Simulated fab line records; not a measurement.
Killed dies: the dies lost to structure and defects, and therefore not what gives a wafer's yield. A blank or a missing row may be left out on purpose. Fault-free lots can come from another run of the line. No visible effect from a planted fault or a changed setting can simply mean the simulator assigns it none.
Matching of chambers :: flow nand harc :: 4 sister chambers for NHARC_A_CHANNEL_FILL_D1_ALD_02 on ald hk-04
The step deposits SiO2, target thk 6 nm, pulse time 10 s, ald cycles 60. 16 wafers are shown with their chamber, then 7 later ones without.

## WAFERS WITH THEIR CHAMBER
wafer: L259.1
chamber: 3
heater power w (W): 465
precursor pulse height rel: 1.001

wafer: L259.3
chamber: 1
heater power w (W): 479
precursor pulse height rel: 1.013

wafer: L259.6
chamber: 0
heater power w (W): 491
precursor pulse height rel: 0.999

wafer: L260.1
chamber: 1
heater power w (W): 495
precursor pulse height rel: 0.965

wafer: L260.2
chamber: 0
heater power w (W): 496
precursor pulse height rel: 0.999

wafer: L260.5
chamber: 1
heater power w (W): 482
precursor pulse height rel: 0.983

wafer: L261.1
chamber: 3
heater power w (W): 454
precursor pulse height rel: 1.002

wafer: L261.3
chamber: 2
heater power w (W): 391
precursor pulse height rel: 0.988

wafer: L261.5
chamber: 1
heater power w (W): 483
precursor pulse height rel: 0.978

wafer: L264.3
chamber: 1
heater power w (W): 489
precursor pulse height rel: 1.026

wafer: L264.5
chamber: 1
heater power w (W): 479
precursor pulse height rel: 1.049

wafer: L264.6
chamber: 0
heater power w (W): 488
precursor pulse height rel: 1.006

wafer: L267.2
chamber: 0
heater power w (W): 499
precursor pulse height rel: 0.977

wafer: L267.3
chamber: 3
heater power w (W): 465
precursor pulse height rel: 1.024

wafer: L267.5
chamber: 0
heater power w (W): 497
precursor pulse height rel: 0.995

wafer: L271.3
chamber: 1
heater power w (W): 501
precursor pulse height rel: 0.987

SIGNATURES (means of the wafers above)
reading: heater power w
chamber 0: 494.20
chamber 1: 486.86
chamber 2: 391.00
chamber 3: 461.33
scatter within a chamber: 7.05

reading: precursor pulse height rel
chamber 0: 0.99520
chamber 1: 1.00014
chamber 2: 0.98800
chamber 3: 1.00900
scatter within a chamber: 0.0228
Rule: a wafer's distance from a chamber is the root of the sum, over the readings, of the square of ((its reading less the chamber's mean) divided by the reading's scatter). The wafer belongs to the nearest chamber; if the next one is less than 2 further off, it can't be placed. The scatter is the square root of a quotient: the sum, over the shown wafers, of each reading's squared deviation from its chamber's mean, divided by wafers minus chambers.

## WAFERS MISSING THEIR CHAMBER
wafer: L271.5
heater power w (W): 492
precursor pulse height rel: 1.007

wafer: L271.6
heater power w (W): 412
precursor pulse height rel: 1.004

wafer: L275.5
heater power w (W): 470
precursor pulse height rel: 1.018

wafer: L275.6
heater power w (W): 505
precursor pulse height rel: 0.968

wafer: L278.1
heater power w (W): 474
precursor pulse height rel: 1.037

wafer: L278.2
heater power w (W): 406
precursor pulse height rel: 1.015

wafer: L278.6
heater power w (W): 496
precursor pulse height rel: 0.957

## WHICH CHAMBER EACH ONE RAN IN
wafer: L271.5
from the rows above: can't be placed: 0 or 1
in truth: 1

wafer: L271.6
from the rows above: 2
in truth: 2

wafer: L275.5
from the rows above: can't be placed: 3 or 1
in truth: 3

wafer: L275.6
from the rows above: can't be placed: 0 or 1
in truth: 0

wafer: L278.1
from the rows above: can't be placed: 3 or 1 or 0
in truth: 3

wafer: L278.2
from the rows above: 2
in truth: 2

wafer: L278.6
from the rows above: can't be placed: 0 or 1
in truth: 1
Correctly placed: 2 of 7. From these rows, 5 cannot be placed; in 5 the true chamber is one of the candidates. Number placed wrongly: 0.
